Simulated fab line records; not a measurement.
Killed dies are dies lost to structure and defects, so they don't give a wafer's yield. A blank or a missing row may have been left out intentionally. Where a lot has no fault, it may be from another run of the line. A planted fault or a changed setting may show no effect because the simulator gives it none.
fab line records    flow n5-finfet    part 1 of 2: steps 1 to 30 of 35
record: lots: 5  wafers: 15  last-day: 17
route steps=1938 shown PASSIVATION@1898
lots that met no fault: from a run of the same line without faults
start-h: hours from the record's opening day to when the first of the lot's shown wafers began    wait-h: hours elapsed since this lot's preceding step    " unchanged from the row above    L1.1+2: several wafers, shown together as one row    - either no value or no given start    * or withheld: withheld    < > ~ a bound
route shown NAME@n: NAME is a module with steps in the file, n the number in the route of the first one    usual: the fault-free wafers' mean and standard deviation    same: alike in all rows    chamber/n: place in a boat    sites: readings site by site    _std_site: the values' standard deviation    _edge_site: inner sites' mean taken away from outer sites' mean    radius-mm: for every site, how far away it sits from the centre of the wafer    mask NAME#n: copy n    behind: the tool/chamber that last shaped the wafer    hold: the reason the lot was held/the length of the hold in hours/how it ended    device: which transistor (n, p or np) failed to switch    end of line: the tests these same wafers got at the end of their route    a step given without rows: its recipe and nothing more    killed: at the first sort, the dies lost to defects and structure; wafer yield is something else    map: shows each die of a wafer: x if killed, . if not, _ if none is there
set.NAME: the run value of the setting; set.NAME@STEP: its run value at that earlier step    model.NAME: the simulator's own value behind a step, which no gauge read
a table for each step, a row for each wafer; lots at some steps of the route
services: a tool's chamber out of use, with start hour (start-h, from the record's first day; less than 0 if before it), hours out, and reason
== steps ==
step: N5_PASSIVATION_COAT_24
recipe: spin-rpm: 3000  resist-thk-nm: withheld
lot.wafer   tool            chamber  start-h  wait-h
L078.3+5+6  litho-track-02  0        -        -
L086.4+5+6  litho-track-05  0        -        -
L090.2+3+4  litho-track-04  0        -        -
L091.3+5+6  litho-track-02  0        -        -
L076.1+4+6  litho-track-04  0        -        -
step: N5_PASSIVATION_EBR_26
recipe: solvent: PGMEA  ebr-width-mm: 1.5
same: ebr-width-mm: 1.5
lot.wafer   tool            chamber  start-h  wait-h
L078.3+5+6  litho-track-02  0        -        -
L086.4+5+6  litho-track-05  0        -        -
L090.2+3+4  litho-track-04  0        -        -
L091.3+5+6  litho-track-02  0        -        -
L076.1+4+6  litho-track-04  0        -        -
step: N5_PASSIVATION_SOFTBAKE_25
recipe: temp-c: 100  time-s: 90
lot.wafer   tool            chamber  start-h  wait-h
L078.3+5+6  litho-track-02  0        -        -
L086.4+5+6  litho-track-05  0        -        -
L090.2+3+4  litho-track-04  0        -        -
L091.3+5+6  litho-track-02  0        -        -
L076.1+4+6  litho-track-04  0        -        -
step: N5_PASSIVATION_EXPOSE_27
recipe: mask-id: PAD  na: 0.55  source-shape: conventional  sigma-outer: 0.8  polarization: unpolarized  defocus-nm: 0  dose-mj: 32.3
lot.wafer   tool            chamber  start-h  wait-h  mask
L078.3+5+6  krf-scanner-01  0        288.01   -       PAD#0
L086.4+5+6  krf-scanner-01  0        335.53   -       PAD#0
L090.2+3+4  krf-scanner-01  0        362.59   -       PAD#0
L091.3+5+6  krf-scanner-02  0        370.90   -       PAD#0
L076.1+4+6  krf-scanner-01  0        402.88   -       PAD#0
step: N5_PASSIVATION_PEB_28
recipe: peb-temp-c: withheld  peb-time-s: *
lot.wafer   tool            chamber  start-h  wait-h
L078.3+5+6  litho-track-04  0        288.06   0.0
L086.4+5+6  litho-track-02  0        335.57   0.0
L090.2+3+4  litho-track-05  0        362.65   0.0
L091.3+5+6  litho-track-04  0        370.95   0.0
L076.1+4+6  litho-track-05  0        402.93   0.1
step: N5_PASSIVATION_DEVELOP_29
recipe: develop-time-s: 60  rinse-liquid: diw  dry: air-spin  dev-temp-c: 21
lot.wafer   tool            chamber  start-h  wait-h
L078.3+5+6  litho-track-04  0        -        -
L086.4+5+6  litho-track-02  0        -        -
L090.2+3+4  litho-track-05  0        -        -
L091.3+5+6  litho-track-04  0        -        -
L076.1+4+6  litho-track-05  0        -        -
step: N5_PASSIVATION_HARDBAKE_31
recipe: temp-c: 130  time-s: 120
lot.wafer   tool            chamber  start-h  wait-h
L078.3+5+6  litho-track-04  0        -        -
L086.4+5+6  litho-track-02  0        -        -
L090.2+3+4  litho-track-05  0        -        -
L091.3+5+6  litho-track-04  0        -        -
L076.1+4+6  litho-track-05  0        -        -
step: N5_PASSIVATION_CD_MEAS_30
recipe: target-cd-nm: 4000  landing-energy-ev: 500  detector: se-inlens  polarity: opening
usual: cd-nm: 3999.4/1.9
lot.wafer  tool       chamber  start-h  wait-h  cd-nm
L078.3     cd-sem-01  0        288.18   -       4003.9
L078.5     "          0        "        "       3999.5
L078.6     "          0        "        "       3998.8
L086.4     cd-sem-03  0        335.69   -       4001.6
L086.5     "          0        "        "       3999.4
L086.6     "          0        "        "       3999.0
L090.2     cd-sem-01  0        362.77   -       3999.1
L090.3     "          0        "        "       4001.0
L090.4     "          0        "        "       3999.6
L091.3     cd-sem-01  0        371.07   -       4002.4
L091.5     "          0        "        "       3999.4
L091.6     "          0        "        "       4000.1
L076.1     cd-sem-02  0        403.05   -       4002.6
L076.4     "          0        "        "       4000.1
L076.6     "          0        "        "       3997.6
step: N5_PASSIVATION_OVL_MEAS_63
recipe: points-per-wafer: 44
usual: PAD_OVL: -3/6.4
lot.wafer  tool        chamber  start-h  wait-h  PAD_OVL[nm]
L078.3     overlay-02  0        288.21   0.0     -4
L078.5     "           0        "        "       -5
L078.6     "           0        "        "       0
L086.4     overlay-01  0        335.72   0.0     -7
L086.5     "           0        "        "       6
L086.6     "           0        "        "       -10
L090.2     overlay-01  0        362.80   0.0     -1
L090.3     "           0        "        "       -4
L090.4     "           0        "        "       -2
L091.3     overlay-02  0        371.10   0.0     2
L091.5     "           0        "        "       3
L091.6     "           0        "        "       0
L076.1     overlay-02  0        403.08   0.0     -14
L076.4     "           0        "        "       -1
L076.6     "           0        "        "       -5
step: N5_PASSIVATION_INSPECT_64
recipe: mode: adi  inspect-instrument: macro
usual: raw-defect-count: 2.2/1.5
lot.wafer  tool               chamber  start-h  wait-h  raw-defect-count
L078.3     defect-inspect-02  -        288.23   0.0     0
L078.5     "                  -        "        "       4
L078.6     "                  -        "        "       4
L086.4     defect-inspect-01  -        335.75   0.0     2
L086.5     "                  -        "        "       2
L086.6     "                  -        "        "       0
L090.2     defect-inspect-02  -        362.82   0.0     4
L090.3     "                  -        "        "       0
L090.4     "                  -        "        "       5
L091.3     defect-inspect-02  -        371.12   0.0     0
L091.5     "                  -        "        "       2
L091.6     "                  -        "        "       1
L076.1     defect-inspect-02  -        403.11   0.0     2
L076.4     "                  -        "        "       4
L076.6     "                  -        "        "       1
step: N5_PASSIVATION_DESCUM_32
recipe: chemistry: O2  time-s: 7.9  source-power-w: 50  bias-power-w: 20  pressure-mtorr: 20  rf-frequency-hz: 2.712e+07  temp-c: 40  o2-flow-sccm: 225
usual: chamber-pressure-mTorr: 20.000/0.017  drypump-motor-current-A: 5.6/0.31  oes-product-au: 0.79/0.084  rf-vpp-V: 243.4/1.3  showerhead-plenum-p-Torr: 2.10/0.063  throttle-valve-pct: 20.47/0.27
lot.wafer  tool         chamber  start-h  wait-h  chamber-pressure-mTorr  drypump-motor-current-A  oes-product-au  rf-hours-counter-h  rf-vpp-V  showerhead-plenum-p-Torr  throttle-valve-pct
L078.3     rie-diel-06  3        288.27   0.0     20.005                  5.1                      0.68            211                 244.6     2.17                      20.99
L078.5     "            3        "        "       19.989                  5.1                      0.68            -                   244.1     2.17                      20.98
L078.6     "            0        "        "       20.004                  5.9                      0.80            -                   244.0     1.99                      20.08
L086.4     rie-diel-03  0        335.78   0.0     19.969                  5.3                      0.85            46                  244.0     2.14                      20.60
L086.5     "            0        "        "       19.995                  5.3                      0.85            -                   245.0     2.14                      20.59
L086.6     "            1        "        "       20.010                  5.8                      0.73            -                   243.7     2.11                      20.58
L090.2     rie-diel-03  2        362.92   0.1     19.962                  6.3                      0.96            10                  242.9     2.08                      20.46
L090.3     "            0        "        "       20.028                  5.3                      0.83            57                  243.7     2.13                      20.61
L090.4     "            1        "        "       20.031                  5.8                      0.73            183                 242.1     2.11                      20.58
L091.3     rie-diel-06  3        371.16   0.0     20.006                  5.1                      0.67            240                 244.4     2.16                      21.04
L091.5     "            2        "        "       20.006                  5.5                      0.76            -                   244.4     2.07                      20.46
L091.6     "            1        "        "       19.977                  5.6                      0.90            -                   245.6     2.12                      20.47
L076.1     rie-diel-03  2        403.14   0.0     19.981                  6.3                      0.93            23                  241.3     2.08                      20.47
L076.4     "            1        "        "       19.999                  5.8                      0.71            195                 241.1     2.10                      20.61
L076.6     "            1        "        "       20.029                  5.8                      0.72            -                   244.0     2.10                      20.61
step: N5_PASSIVATION_AL_ETCH_33
recipe: chemistry: Cl2/BCl3  target-depth-a: 28000  over-etch-frac: 0.15  Cl2_flow_sccm: 180  bcl3-flow-sccm: 60  target: Al  stop-on: TaN  time-s: 466.7  ion-energy-ev: 100  pressure-mtorr: 10  icp-w: 900  bias-w: 100
usual: chamber-pressure-mTorr: 9.999/0.0092  drypump-motor-current-A: 5.6/0.39  oes-product-au: 0.75/0.095  throttle-valve-pct: 34.46/0.15
lot.wafer  tool          chamber  start-h  wait-h  chamber-pressure-mTorr  drypump-motor-current-A  oes-product-au  rf-hours-counter-h  throttle-valve-pct
L078.3     rie-metal-03  1        288.49   0.2     9.993                   5.3                      0.88            -                   34.24
L078.5     "             1        "        "       9.992                   5.3                      0.88            -                   34.26
L078.6     "             0        "        "       10.007                  6.1                      0.58            -                   34.42
L086.4     rie-metal-02  0        336.00   0.2     10.000                  5.4                      0.56            -                   34.30
L086.5     "             1        "        "       9.986                   5.7                      0.77            -                   34.44
L086.6     "             0        "        "       9.990                   5.4                      0.56            -                   34.33
L090.2     rie-metal-03  0        363.00   0.1     9.980                   6.1                      0.85            4                   34.45
L090.3     "             0        "        "       10.010                  6.1                      0.84            -                   34.45
L090.4     "             1        "        "       9.998                   5.3                      0.83            -                   34.25
L091.3     rie-metal-01  0        371.38   0.2     9.996                   6.1                      0.76            -                   34.73
L091.5     "             1        "        "       9.991                   5.1                      0.75            -                   34.52
L091.6     "             0        "        "       10.004                  6.0                      0.75            -                   34.72
L076.1     rie-metal-01  1        403.23   0.1     10.005                  5.1                      0.73            32                  34.54
L076.4     "             1        "        "       9.994                   5.1                      0.74            -                   34.51
L076.6     "             1        "        "       10.000                  5.1                      0.73            -                   34.53
step: N5_PASSIVATION_ETCH_59
recipe: chemistry: Cl2/BCl3  target: TaN  target-depth-a: 650  time-s: 34.9  ion-energy-ev: 100  pressure-mtorr: 10  icp-w: 900  bias-w: 100  Cl2_flow_sccm: 60  bcl3-flow-sccm: 30
usual: chamber-pressure-mTorr: 10.001/0.0096  drypump-motor-current-A: 5.6/0.39  oes-product-au: 0.83/0.11  throttle-valve-pct: 21.30/0.16
lot.wafer  tool          chamber  start-h  wait-h  chamber-pressure-mTorr  drypump-motor-current-A  oes-product-au  rf-hours-counter-h  throttle-valve-pct
L078.3     rie-metal-03  1        288.78   0.2     10.005                  5.3                      0.96            -                   20.99
L078.5     "             1        "        "       9.998                   5.3                      0.97            -                   20.96
L078.6     "             0        "        "       10.000                  6.1                      0.63            -                   21.46
L086.4     rie-metal-02  0        336.30   0.2     9.995                   5.4                      0.61            -                   21.22
L086.5     "             1        "        "       9.983                   5.7                      0.85            -                   21.35
L086.6     "             0        "        "       10.007                  5.4                      0.61            -                   21.22
L090.2     rie-metal-03  0        363.41   0.3     10.003                  6.1                      0.95            4                   21.24
L090.3     "             0        "        "       9.994                   6.1                      0.94            -                   21.25
L090.4     "             1        "        "       10.012                  5.3                      0.90            -                   20.99
L091.3     rie-metal-01  0        371.68   0.2     9.994                   6.0                      0.85            -                   21.45
L091.5     "             1        "        "       10.004                  5.1                      0.82            -                   21.38
L091.6     "             0        "        "       10.009                  6.1                      0.86            -                   21.44
L076.1     rie-metal-01  1        403.63   0.3     10.001                  5.1                      0.82            32                  21.37
L076.4     "             1        "        "       10.010                  5.1                      0.82            -                   21.40
L076.6     "             1        "        "       9.991                   5.1                      0.82            -                   21.40
step: N5_PASSIVATION_STRIP_34
recipe: chemistry: O2  power-w: 600  temp-c: 60  pressure-mtorr: 30  rf-frequency-hz: 6e+07  bias-power-w: 0  overash-fraction: 2  o2-flow-sccm: 225
usual: chamber-pressure-mTorr: 29.99/0.087  drypump-motor-current-A: 5.6/0.33  oes-product-au: 0.79/0.093  rf-vpp-V: 3.7/1.6  showerhead-plenum-p-Torr: 2.11/0.058  throttle-valve-pct: 16.72/0.25
lot.wafer  tool         chamber  start-h  wait-h  chamber-pressure-mTorr  drypump-motor-current-A  oes-product-au  rf-hours-counter-h  rf-vpp-V  showerhead-plenum-p-Torr  throttle-valve-pct
L078.3     rie-diel-01  0        288.87   0.1     29.94                   5.7                      0.81            102                 3.4       2.21                      16.39
L078.5     "            1        "        "       29.95                   5.4                      0.72            -                   2.2       2.16                      16.93
L078.6     "            0        "        "       29.91                   5.7                      0.81            -                   3.0       2.21                      16.34
L086.4     rie-diel-06  2        336.38   0.1     30.07                   5.5                      0.77            126                 3.1       2.08                      16.68
L086.5     "            1        "        "       30.12                   5.6                      0.93            -                   5.4       2.13                      16.68
L086.6     "            0        "        "       30.13                   5.9                      0.77            -                   2.2       2.00                      16.36
L090.2     rie-diel-06  3        363.52   0.1     30.07                   5.1                      0.67            237                 4.2       2.17                      17.27
L090.3     "            1        "        "       30.01                   5.6                      0.90            28                  2.9       2.12                      16.62
L090.4     "            0        "        "       30.05                   5.9                      0.75            130                 3.6       1.99                      16.40
L091.3     rie-diel-03  1        371.76   0.1     30.01                   5.8                      0.72            187                 3.7       2.11                      16.83
L091.5     "            2        "        "       29.94                   6.2                      0.93            -                   3.1       2.08                      16.64
L091.6     "            3        "        "       29.85                   5.1                      0.69            -                   1.4       2.08                      16.91
L076.1     rie-diel-01  0        403.74   0.1     29.96                   5.7                      0.77            140                 3.8       2.19                      16.47
L076.4     "            3        "        "       30.01                   5.5                      0.79            123                 3.8       2.01                      16.45
L076.6     "            0        "        "       29.91                   5.7                      0.76            -                   2.5       2.19                      16.43
step: N5_PASSIVATION_STRIP_51
recipe: chemistry: post-etch-residue-remover  time-s: 1200  temp-c: 72.5
lot.wafer   tool          chamber  start-h  wait-h
L078.3+5+6  wet-bench-06  4,7,0    288.94   -
L086.4+5+6  wet-bench-06  1,5,4    336.45   -
L090.2+3+4  wet-bench-06  3,4,2    363.60   -
L091.3+5+6  wet-bench-01  7,0,5    371.83   -
L076.1+4+6  wet-bench-06  2,3,4    403.81   -
step: N5_PASSIVATION_CLEAN_69
recipe: chemistry: IPA  time-s: 180  temp-c: 25
lot.wafer   tool          chamber  start-h  wait-h
L078.3+5+6  wet-bench-06  4,7,0    289.27   0.0
L086.4+5+6  wet-bench-06  1,5,4    336.81   0.0
L090.2+3+4  wet-bench-06  3,4,2    363.93   0.0
L091.3+5+6  wet-bench-01  7,0,5    372.16   0.0
L076.1+4+6  wet-bench-06  2,3,4    404.15   0.0
step: N5_PASSIVATION_SRD_70
recipe: dry: ipa-marangoni  time-s: 30  temp-c: 23  rinse-liquid: diw
lot.wafer   tool          chamber  start-h  wait-h
L078.3+5+6  wet-bench-06  4,7,0    289.32   0.0
L086.4+5+6  wet-bench-06  1,5,4    336.87   0.0
L090.2+3+4  wet-bench-06  3,4,2    363.98   0.0
L091.3+5+6  wet-bench-01  7,0,5    372.21   0.0
L076.1+4+6  wet-bench-06  2,3,4    404.20   0.0
step: N5_PASSIVATION_PECVD_53
recipe: material: SiO2  target-thk-a: 8000  temp-c: 400  precursor: TEOS/O2  pressure-torr: 6.5  rf-w: withheld  teos-flow-sccm: withheld  gas: O2  flow-sccm: 2650  time-s: 169.4
lot.wafer   tool      chamber  start-h  wait-h
L078.3+5+6  pecvd-03  0,1,0    289.37   0.0
L086.4+5+6  pecvd-02  0,2,1    336.97   0.1
L090.2+3+4  pecvd-04  0,2,2    364.04   0.0
L091.3+5+6  pecvd-04  1,1,2    372.32   0.1
L076.1+4+6  pecvd-03  2,0,1    404.25   0.0
step: N5_PASSIVATION_PECVD_35
recipe: material: SiNx  target-thk-a: 7000  temp-c: 400  precursor: SiH4/NH3/N2  pressure-torr: 4.9  rf-w: 1406  time-s: 151.3
usual: heater-power-w: 387/81  showerhead-plenum-p-Torr: 8.65/0.03  showerhead-vpp-V: 2351/160  throttle-valve-pct: 28.4/1.2
lot.wafer  tool      chamber  start-h  wait-h  heater-power-w  showerhead-plenum-p-Torr  showerhead-vpp-V  throttle-valve-pct
L078.3     pecvd-03  0        289.48   0.1     274             8.67                      2443              30.5
L078.5     "         1        "        "       312             8.64                      2211              28.4
L078.6     "         0        "        "       341             8.65                      2421              30.5
L086.4     pecvd-02  0        337.08   0.1     442             8.67                      2652              29.4
L086.5     "         2        "        "       299             8.64                      2152              27.9
L086.6     "         1        "        "       382             8.63                      2320              29.1
L090.2     pecvd-04  0        364.15   0.1     375             8.65                      2416              28.8
L090.3     "         2        "        "       397             8.66                      2361              27.6
L090.4     "         2        "        "       407             8.65                      2414              27.7
L091.3     pecvd-04  1        372.48   0.1     407             8.69                      2108              28.1
L091.5     "         1        "        "       477             8.70                      2144              27.9
L091.6     "         2        "        "       282             8.64                      2388              27.7
L076.1     pecvd-03  2        404.36   0.1     418             8.58                      2407              26.3
L076.4     "         0        "        "       406             8.63                      2473              31.2
L076.6     "         1        "        "       249             8.66                      2261              28.4
step: N5_PASSIVATION_HMDS_37
recipe: time-s: 60  temp-c: 120
lot.wafer   tool            chamber  start-h  wait-h
L078.3+5+6  litho-track-05  0        289.62   0.1
L086.4+5+6  litho-track-04  0        337.17   0.0
L090.2+3+4  litho-track-02  0        364.29   0.1
L091.3+5+6  litho-track-05  0        372.62   0.1
L076.1+4+6  litho-track-04  0        404.49   0.1
step: N5_PASSIVATION_COAT_38
recipe: spin-rpm: 3000  resist-thk-nm: withheld
lot.wafer   tool            chamber  start-h  wait-h
L078.3+5+6  litho-track-05  0        -        -
L086.4+5+6  litho-track-04  0        -        -
L090.2+3+4  litho-track-02  0        -        -
L091.3+5+6  litho-track-05  0        -        -
L076.1+4+6  litho-track-04  0        -        -
step: N5_PASSIVATION_EBR_40
recipe: solvent: PGMEA  ebr-width-mm: 1.5
same: ebr-width-mm: 1.5
lot.wafer   tool            chamber  start-h  wait-h
L078.3+5+6  litho-track-05  0        -        -
L086.4+5+6  litho-track-04  0        -        -
L090.2+3+4  litho-track-02  0        -        -
L091.3+5+6  litho-track-05  0        -        -
L076.1+4+6  litho-track-04  0        -        -
step: N5_PASSIVATION_SOFTBAKE_39
recipe: temp-c: 110  time-s: 120
lot.wafer   tool            chamber  start-h  wait-h
L078.3+5+6  litho-track-05  0        -        -
L086.4+5+6  litho-track-04  0        -        -
L090.2+3+4  litho-track-02  0        -        -
L091.3+5+6  litho-track-05  0        -        -
L076.1+4+6  litho-track-04  0        -        -
step: N5_PASSIVATION_EXPOSE_41
recipe: mask-id: PASS_OPEN  na: 0.55  defocus-nm: 0  source-shape: conventional  sigma-outer: 0.8  polarization: unpolarized  target-cd-nm: 40000  dose-mj: 57.25
lot.wafer   tool            chamber  start-h  wait-h  mask
L078.3+5+6  krf-scanner-01  0        289.87   -       PASS_OPEN#0
L086.4+5+6  krf-scanner-01  0        337.43   -       PASS_OPEN#0
L090.2+3+4  krf-scanner-01  0        364.41   -       PASS_OPEN#0
L091.3+5+6  krf-scanner-02  0        372.87   -       PASS_OPEN#0
L076.1+4+6  krf-scanner-02  0        404.73   -       PASS_OPEN#0
step: N5_PASSIVATION_PEB_42
recipe: peb-temp-c: withheld  peb-time-s: *
lot.wafer   tool            chamber  start-h  wait-h
L078.3+5+6  litho-track-02  0        289.92   0.0
L086.4+5+6  litho-track-05  0        337.47   0.0
L090.2+3+4  litho-track-02  0        364.46   0.0
L091.3+5+6  litho-track-05  0        372.92   0.0
L076.1+4+6  litho-track-05  0        404.80   0.1
step: N5_PASSIVATION_DEVELOP_43
recipe: develop-time-s: 60  rinse-liquid: diw  dry: air-spin  dev-temp-c: 21
lot.wafer   tool            chamber  start-h  wait-h
L078.3+5+6  litho-track-02  0        -        -
L086.4+5+6  litho-track-05  0        -        -
L090.2+3+4  litho-track-02  0        -        -
L091.3+5+6  litho-track-05  0        -        -
L076.1+4+6  litho-track-05  0        -        -
step: N5_PASSIVATION_HARDBAKE_45
recipe: temp-c: 130  time-s: 120
lot.wafer   tool            chamber  start-h  wait-h
L078.3+5+6  litho-track-02  0        -        -
L086.4+5+6  litho-track-05  0        -        -
L090.2+3+4  litho-track-02  0        -        -
L091.3+5+6  litho-track-05  0        -        -
L076.1+4+6  litho-track-05  0        -        -
step: N5_PASSIVATION_CD_MEAS_44
recipe: target-cd-nm: 40000  landing-energy-ev: 500  detector: se-inlens
usual: cd-nm: 40000/3.9
lot.wafer  tool       chamber  start-h  wait-h  cd-nm
L078.3     cd-sem-01  0        290.04   -       39999
L078.5     "          0        "        "       40002
L078.6     "          0        "        "       40008
L086.4     cd-sem-01  0        337.59   -       39997
L086.5     "          0        "        "       40003
L086.6     "          0        "        "       40000
L090.2     cd-sem-01  0        364.58   -       40005
L090.3     "          0        "        "       39999
L090.4     "          0        "        "       39998
L091.3     cd-sem-03  0        373.04   -       39992
L091.5     "          0        "        "       39998
L091.6     "          0        "        "       40006
L076.1     cd-sem-03  0        404.91   -       39997
L076.4     "          0        "        "       39999
L076.6     "          0        "        "       40001
step: N5_PASSIVATION_OVL_MEAS_66
recipe: points-per-wafer: 44
usual: PASS_OPEN_OVL: -2/6.2
lot.wafer  tool        chamber  start-h  wait-h  PASS_OPEN_OVL[nm]
L078.3     overlay-01  0        290.07   0.0     -12
L078.5     "           0        "        "       0
L078.6     "           0        "        "       3
L086.4     overlay-01  0        337.62   0.0     12
L086.5     "           0        "        "       -1
L086.6     "           0        "        "       10
L090.2     overlay-02  0        364.61   0.0     4
L090.3     "           0        "        "       -6
L090.4     "           0        "        "       12
L091.3     overlay-01  0        373.07   0.0     -10
L091.5     "           0        "        "       -3
L091.6     "           0        "        "       0
L076.1     overlay-01  0        404.94   0.0     -14
L076.4     "           0        "        "       -3
L076.6     "           0        "        "       -4
step: N5_PASSIVATION_INSPECT_67
recipe: mode: adi  inspect-instrument: macro
usual: raw-defect-count: 2.1/1.3
lot.wafer  tool               chamber  start-h  wait-h  raw-defect-count
L078.3     defect-inspect-02  -        290.09   0.0     3
L078.5     "                  -        "        "       6
L078.6     "                  -        "        "       3
L086.4     defect-inspect-01  -        337.64   0.0     1
L086.5     "                  -        "        "       1
L086.6     "                  -        "        "       1
L090.2     defect-inspect-02  -        364.64   0.0     0
L090.3     "                  -        "        "       2
L090.4     "                  -        "        "       3
L091.3     defect-inspect-01  -        373.09   0.0     0
L091.5     "                  -        "        "       3
L091.6     "                  -        "        "       1
L076.1     defect-inspect-01  -        404.97   0.0     2
L076.4     "                  -        "        "       0
L076.6     "                  -        "        "       1
